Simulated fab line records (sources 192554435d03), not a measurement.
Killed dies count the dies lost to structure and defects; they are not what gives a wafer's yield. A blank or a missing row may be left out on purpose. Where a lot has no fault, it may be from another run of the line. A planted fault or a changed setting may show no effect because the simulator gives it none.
Split-lot study :: flow n5_finfet :: 21 wafers read across 7 lots, on a route 1938 steps long

== THE SPLIT ==
At N5_FIN_SAQP_MANDREL_ETCH_22 (etches a-Si in HBr/Cl2, stops on SiNx, target depth 60 nm, bt time 10 s, time 30 s), the setting icp_w was moved away from the recipe's 800 W on 10 of the 21 wafers read, by -13.5% to +17.7%. The other wafers ran this setting at the recipe's value.

The reading comes from the split's own step.

== THE READING ==
SOC_of_FIN_SAQP_COAT_49.thk_nm (the simulator's own value, which no gauge read), in nm, at N5_FIN_SAQP_MANDREL_ETCH_22 (etches a-Si in HBr/Cl2, stops on SiNx, target depth 60 nm, bt time 10 s, time 30 s). There is no usual value for it anywhere in the file. The 11 wafers here that ran the recipe average 76.31 nm, standard deviation 0.49 nm.

wafer: L074.2
tool, chamber at the split: rie_si-02, 0
icp_w as run, W: 800
against the recipe: recipe
SOC_of_FIN_SAQP_COAT_49.thk_nm, nm: 76.3
against lot-mates on the recipe: -

wafer: L074.5
tool, chamber at the split: rie_si-02, 3
icp_w as run, W: 800
against the recipe: recipe
SOC_of_FIN_SAQP_COAT_49.thk_nm, nm: 76.91
against lot-mates on the recipe: -

wafer: L074.6
tool, chamber at the split: rie_si-02, 2
icp_w as run, W: 800
against the recipe: recipe
SOC_of_FIN_SAQP_COAT_49.thk_nm, nm: 76.74
against lot-mates on the recipe: -

wafer: L077.1
tool, chamber at the split: rie_si-02, 1
icp_w as run, W: 882.4
against the recipe: +10.3%
SOC_of_FIN_SAQP_COAT_49.thk_nm, nm: 75.72
against lot-mates on the recipe: -0.89

wafer: L077.3
tool, chamber at the split: rie_si-02, 0
icp_w as run, W: 800
against the recipe: recipe
SOC_of_FIN_SAQP_COAT_49.thk_nm, nm: 76.61
against lot-mates on the recipe: -

wafer: L077.4
tool, chamber at the split: rie_si-02, 3
icp_w as run, W: 882.4
against the recipe: +10.3%
SOC_of_FIN_SAQP_COAT_49.thk_nm, nm: 75.63
against lot-mates on the recipe: -0.98

wafer: L079.3
tool, chamber at the split: rie_si-01, 0
icp_w as run, W: 940.6
against the recipe: +17.6%
SOC_of_FIN_SAQP_COAT_49.thk_nm, nm: 75.07
against lot-mates on the recipe: -1.94

wafer: L079.5
tool, chamber at the split: rie_si-01, 0
icp_w as run, W: 800
against the recipe: recipe
SOC_of_FIN_SAQP_COAT_49.thk_nm, nm: 77.01
against lot-mates on the recipe: -

wafer: L079.6
tool, chamber at the split: rie_si-01, 3
icp_w as run, W: 940.6
against the recipe: +17.6%
SOC_of_FIN_SAQP_COAT_49.thk_nm, nm: 75.42
against lot-mates on the recipe: -1.59

wafer: L080.2
tool, chamber at the split: rie_si-01, 3
icp_w as run, W: 941.9
against the recipe: +17.7%
SOC_of_FIN_SAQP_COAT_49.thk_nm, nm: 75.64
against lot-mates on the recipe: -0.70

wafer: L080.3
tool, chamber at the split: rie_si-01, 1
icp_w as run, W: 941.9
against the recipe: +17.7%
SOC_of_FIN_SAQP_COAT_49.thk_nm, nm: 74.6
against lot-mates on the recipe: -1.74

wafer: L080.5
tool, chamber at the split: rie_si-01, 0
icp_w as run, W: 800
against the recipe: recipe
SOC_of_FIN_SAQP_COAT_49.thk_nm, nm: 76.34
against lot-mates on the recipe: -

wafer: L090.4
tool, chamber at the split: rie_si-02, 1
icp_w as run, W: 762.6
against the recipe: -4.7%
SOC_of_FIN_SAQP_COAT_49.thk_nm, nm: 76.69
against lot-mates on the recipe: +0.35

wafer: L090.5
tool, chamber at the split: rie_si-02, 2
icp_w as run, W: 762.6
against the recipe: -4.7%
SOC_of_FIN_SAQP_COAT_49.thk_nm, nm: 76.57
against lot-mates on the recipe: +0.23

wafer: L090.6
tool, chamber at the split: rie_si-02, 1
icp_w as run, W: 800
against the recipe: recipe
SOC_of_FIN_SAQP_COAT_49.thk_nm, nm: 76.34
against lot-mates on the recipe: -

wafer: L093.3
tool, chamber at the split: rie_si-02, 2
icp_w as run, W: 800
against the recipe: recipe
SOC_of_FIN_SAQP_COAT_49.thk_nm, nm: 75.88
against lot-mates on the recipe: -

wafer: L093.5
tool, chamber at the split: rie_si-02, 3
icp_w as run, W: 800
against the recipe: recipe
SOC_of_FIN_SAQP_COAT_49.thk_nm, nm: 76.22
against lot-mates on the recipe: -

wafer: L093.6
tool, chamber at the split: rie_si-02, 2
icp_w as run, W: 691.9
against the recipe: -13.5%
SOC_of_FIN_SAQP_COAT_49.thk_nm, nm: 77.67
against lot-mates on the recipe: +1.62

wafer: L097.1
tool, chamber at the split: rie_si-01, 2
icp_w as run, W: 800
against the recipe: recipe
SOC_of_FIN_SAQP_COAT_49.thk_nm, nm: 75.68
against lot-mates on the recipe: -

wafer: L097.3
tool, chamber at the split: rie_si-01, 1
icp_w as run, W: 757.6
against the recipe: -5.3%
SOC_of_FIN_SAQP_COAT_49.thk_nm, nm: 76
against lot-mates on the recipe: +0.47

wafer: L097.4
tool, chamber at the split: rie_si-01, 2
icp_w as run, W: 800
against the recipe: recipe
SOC_of_FIN_SAQP_COAT_49.thk_nm, nm: 75.37
against lot-mates on the recipe: -

FIT RESULTS
A straight line over all 21 wafers: SOC_of_FIN_SAQP_COAT_49.thk_nm changes by -0.0657 nm for each +1% of icp_w; r = -0.79; the points scatter about the line by 0.45 nm.
The same after taking each lot's own level away (the mean of its wafers on the recipe; 21 wafers): -0.0894 nm for each +1%; r = -0.95; scatter 0.28 nm.
That fit puts the effect of the largest move of icp_w on the reading at 1.6 nm.
The span of the lots' own levels, 75.525 to 77.010 nm, comes to 3.1 times the standard deviation stated above.
So the lot-to-lot level blurs the effect unless lot-mates are compared.
Check: -1.76 nm against its lot-mates is what the line predicts for one of the wafers moved furthest among these (+17.7%) when that wafer is left out of the fit. It came out at -0.7 nm against them.

== THE OTHER SPLITS THESE WAFERS WENT THROUGH ==
Before the reading, these wafers also passed through other splits. Each is held against what the fit with the lots' levels taken away leaves over:
other split on the same wafers: N5_ZERO_LAYER_EXPOSE_08 dose_mj
wafers away from the commonest value: 5
r with SOC_of_FIN_SAQP_COAT_49.thk_nm (lot level and that fit taken away): -0.11

other split on the same wafers: N5_ZERO_LAYER_DESCUM_16 time_s
wafers away from the commonest value: 3
r with SOC_of_FIN_SAQP_COAT_49.thk_nm (lot level and that fit taken away): -0.02

other split on the same wafers: N5_PMOS_HMC_CHANNEL_EPI_HM_DEP_34 time_s
wafers away from the commonest value: 8
r with SOC_of_FIN_SAQP_COAT_49.thk_nm (lot level and that fit taken away): -0.02

other split on the same wafers: N5_PMOS_HMC_CHANNEL_EPI_EXPOSE_06 dose_mj
wafers away from the commonest value: 5
r with SOC_of_FIN_SAQP_COAT_49.thk_nm (lot level and that fit taken away): -0.04

== FILE'S OWN FIT ==
SOC_of_FIN_SAQP_COAT_49.thk_nm changes by -0.0915 nm for each +1% of icp_w, r = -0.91.
